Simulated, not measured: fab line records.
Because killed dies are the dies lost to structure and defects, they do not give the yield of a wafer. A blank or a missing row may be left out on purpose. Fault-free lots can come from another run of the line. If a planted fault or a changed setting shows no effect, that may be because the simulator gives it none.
8D (eight disciplines) problem report, filled in by code -- flow n5-finfet -- the parts of the form that need people (team, actions taken, sign-off) are left out

## 1. WHAT WENT WRONG
Wafers without a fault read 13, standard deviation 5.3; raw-defect-count at N5_STI_FIN_REVEAL_INSPECT_13 reads a mean of 508 on 6 wafers belonging to 2 lots. Relative to the usual mean, that is a shift of +93 standard deviations.
The step: inspects for defects (darkfield).
Earliest sighting: wafer L175.1 on defect-inspect-02 at day 7 04:28. At this step, 30 wafers from 10 lots have a number in the record. Rule for "out", or "out of limits": more than 4 standard deviations from the usual mean. The other wafers with a number count as sound.

## 2. WHAT THIS IS AND IS NOT
question,is,is not
which readings at this step,raw-defect-count,-
which lots,"L175, L177","L159, L160, L162, L164, L165, L166, L167, L180"
which wafers of those lots,all that have a number,-
read on which gauges,defect-inspect-02,defect-inspect-01
when,from day 7 04:28,up to then (21 sound wafers); but 3 sound wafers of L180 came after

## 3. SUSPECTS, AND WHAT RULES EACH OUT
Counting: any tool at a process step up to the reading is kept as a suspect provided that every lot that is out went through it and no sound lot did after the first of them.
- the gauge at N5_STI_FIN_REVEAL_INSPECT_13 is ruled out. All the wafers that are out were read on defect-inspect-02, but those of them that N5_PASSIVATION_PROBE_49 has rows for are out there too, on other tools.
- wet-bench-06 at N5_STI_FIN_REVEAL_PRECLEAN_26 (cleans in SC1, time 45 s): kept. It ran every lot that is out, first L175 (day 6 22:57), and no sound lot after that; its last sound lot up to then is L167 (day 4 23:45).
Left after counting: wet-bench-06 at N5_STI_FIN_REVEAL_PRECLEAN_26.

## 4. THE CAUSE (what the simulator had put in)
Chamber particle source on wet-bench-06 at N5_STI_FIN_REVEAL_PRECLEAN_26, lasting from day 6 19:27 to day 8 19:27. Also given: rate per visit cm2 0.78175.
This tool alone remained once counting was done.

## 5. THE EFFECT CHAIN, in route order
Each row: a reading whose mean over the struck wafers that have a number lies more than 3 standard deviations from the usual. Scope: only readings with a usual standard deviation given in the record; hours: median across lots of the time from each lot's start at the first step in this table that gives one to its start at this step; sigmas: change in usual standard deviations.
hours,step,reading,usual,on struck wafers,change,sigmas
0,N5_STI_FIN_REVEAL_INSPECT_13,raw-defect-count,13,508,+496,+93
225,N5_PASSIVATION_PROBE_49,defect-limited-yield,91.3 %,84.3,-7.0,-4.7
225,N5_PASSIVATION_PROBE_49,killed-at-front-end,39,127,+88,+8.0
225,N5_PASSIVATION_PROBE_49,killed-dies,102,186,+84,+4.6
225,N5_PASSIVATION_PROBE_49,sort_bin_5_function,5.1 %,9.8,+4.7,+4.7
225,N5_PASSIVATION_PROBE_49,sort-n-pass,1077,994,-82,-4.3
225,N5_PASSIVATION_PROBE_49,sort-yield-pct,91.3 %,84.3,-7.0,-4.4
Its process steps:
- N5_PASSIVATION_PROBE_49
Later steps that measure or inspect, where all struck wafers having a row at the step show a number for every such reading and not one has moved that far: N5_BEOL_M4_RC_MEAS_101.

## 6. HOW IT WOULD HAVE BEEN CAUGHT EARLIER
Counted from the fault's start at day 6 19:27, it took 9 hours until the first out-of-limits reading at a measuring or inspecting step in this record, taken at day 7 04:28.
No tool reading at N5_STI_FIN_REVEAL_PRECLEAN_26 that has a usual standard deviation in the record was out on any struck wafer, so an alarm limit of 4 standard deviations on those readings would not have fired.
Of the lots that are out (2), L177 began N5_STI_FIN_REVEAL_PRECLEAN_26 on wet-bench-06 after day 7 04:28. It would have been spared by a hold on the tool at that moment.
